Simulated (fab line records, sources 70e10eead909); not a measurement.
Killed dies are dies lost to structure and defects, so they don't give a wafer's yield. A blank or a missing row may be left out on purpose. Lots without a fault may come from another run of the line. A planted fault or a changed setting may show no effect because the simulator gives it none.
Chamber matching | flow nand_harc | NHARC_P_M2_STRIP_18 on rie_diel-09: 4 sister chambers
The step strips in N2/H2. 48 wafers are shown with their chamber, then 12 later ones without.

WAFERS WITH THEIR CHAMBER
wafer  | chamber | showerhead_plenum_p_Torr (Torr) | drypump_motor_current_A (A) | oes_product_au (a.u.)
L074.3 | 2       | 2.07                            | 5.6                         | 1.001
L074.4 | 3       | 1.93                            | 5.1                         | 0.986
L074.5 | 2       | 2.07                            | 5.6                         | 0.996
L075.1 | 3       | 1.93                            | 5.1                         | 0.987
L075.4 | 1       | 1.92                            | 5.3                         | 0.989
L075.5 | 2       | 2.07                            | 5.5                         | 1.004
L076.2 | 0       | 1.98                            | 5.5                         | 1.006
L076.4 | 3       | 1.93                            | 5.0                         | 0.985
L076.6 | 3       | 1.93                            | 5.0                         | 0.991
L077.1 | 1       | 1.92                            | 5.3                         | 0.992
L077.2 | 0       | 1.98                            | 5.5                         | 1.006
L077.6 | 2       | 2.07                            | 5.6                         | 0.999
L079.1 | 1       | 1.92                            | 5.3                         | 0.990
L079.2 | 2       | 2.07                            | 5.6                         | 0.999
L079.5 | 2       | 2.07                            | 5.5                         | 1.005
L078.3 | 0       | 1.97                            | 5.6                         | 1.009
L078.4 | 3       | 1.92                            | 5.0                         | 1.000
L078.6 | 3       | 1.93                            | 5.1                         | 0.991
L080.3 | 2       | 2.07                            | 5.6                         | 1.000
L080.4 | 0       | 1.97                            | 5.5                         | 0.996
L080.5 | 2       | 2.07                            | 5.5                         | 1.006
L081.4 | 0       | 1.97                            | 5.6                         | 1.015
L081.5 | 1       | 1.92                            | 5.3                         | 0.996
L081.6 | 2       | 2.07                            | 5.6                         | 1.005
L082.1 | 0       | 1.97                            | 5.6                         | 1.007
L082.2 | 3       | 1.92                            | 5.1                         | 0.994
L082.4 | 1       | 1.92                            | 5.3                         | 0.995
L083.2 | 0       | 1.97                            | 5.6                         | 1.005
L083.3 | 3       | 1.92                            | 5.1                         | 0.977
L083.5 | 3       | 1.92                            | 5.1                         | 0.980
L084.2 | 1       | 1.92                            | 5.3                         | 0.998
L084.3 | 3       | 1.92                            | 5.0                         | 0.989
L084.6 | 0       | 1.97                            | 5.6                         | 1.011
L084.1 | 0       | 1.97                            | 5.6                         | 1.003
L084.4 | 2       | 2.07                            | 5.6                         | 0.989
L084.5 | 3       | 1.92                            | 5.0                         | 0.987
L085.1 | 0       | 1.97                            | 5.6                         | 1.017
L085.2 | 3       | 1.92                            | 5.1                         | 0.988
L085.4 | 1       | 1.92                            | 5.3                         | 0.994
L086.1 | 2       | 2.07                            | 5.6                         | 0.998
L086.2 | 1       | 1.92                            | 5.3                         | 0.997
L086.4 | 0       | 1.97                            | 5.6                         | 1.013
L087.2 | 0       | 1.97                            | 5.5                         | 1.016
L087.4 | 3       | 1.92                            | 5.0                         | 0.989
L087.5 | 2       | 2.07                            | 5.6                         | 1.007
L088.2 | 3       | 1.92                            | 5.0                         | 0.993
L088.4 | 0       | 1.97                            | 5.6                         | 1.031
L088.5 | 2       | 2.07                            | 5.6                         | 1.005

SIGNATURES (means of the wafers above)
reading                  | chamber 0 | chamber 1 | chamber 2 | chamber 3 | scatter within a chamber
showerhead_plenum_p_Torr | 1.9715    | 1.9200    | 2.0700    | 1.9236    | 0.00334
drypump_motor_current_A  | 5.569     | 5.300     | 5.577     | 5.050     | 0.0442
oes_product_au           | 1.01038   | 0.99387   | 1.00108   | 0.98836   | 0.00617
Rule: a wafer's distance from a chamber is the root of the sum, over the readings, of the square of ((its reading less the chamber's mean) divided by the reading's scatter). The wafer belongs to the nearest chamber; if the next one is less than 2 further off, it can't be placed. The scatter: the root of (the sum of the squares of (reading less its chamber's mean) over the shown wafers, divided by (wafers less chambers)).

WAFERS WITHOUT THEIR CHAMBER
wafer  | showerhead_plenum_p_Torr (Torr) | drypump_motor_current_A (A) | oes_product_au (a.u.)
L089.1 | 1.92                            | 5.3                         | 0.996
L089.3 | 1.97                            | 5.6                         | 1.007
L089.4 | 1.92                            | 5.1                         | 0.996
L090.1 | 1.97                            | 5.6                         | 1.017
L090.3 | 1.92                            | 5.3                         | 1.000
L090.6 | 1.97                            | 5.6                         | 1.003
L092.3 | 1.92                            | 5.1                         | 0.987
L092.4 | 2.06                            | 5.6                         | 1.003
L092.6 | 1.92                            | 5.1                         | 0.983
L093.1 | 2.06                            | 5.6                         | 0.995
L093.3 | 1.92                            | 5.3                         | 0.984
L093.6 | 1.97                            | 5.5                         | 1.018

WHICH CHAMBER EACH WENT THROUGH
wafer  | from the rows above | in truth
L089.1 | 1                   | 1
L089.3 | 0                   | 0
L089.4 | 3                   | 3
L090.1 | 0                   | 0
L090.3 | 1                   | 1
L090.6 | 0                   | 0
L092.3 | 3                   | 3
L092.4 | 2                   | 2
L092.6 | 3                   | 3
L093.1 | 2                   | 2
L093.3 | 1                   | 1
L093.6 | 0                   | 0
Placed correctly: 12 of 12. Can't be placed from these rows: 0. Placed wrongly: 0.
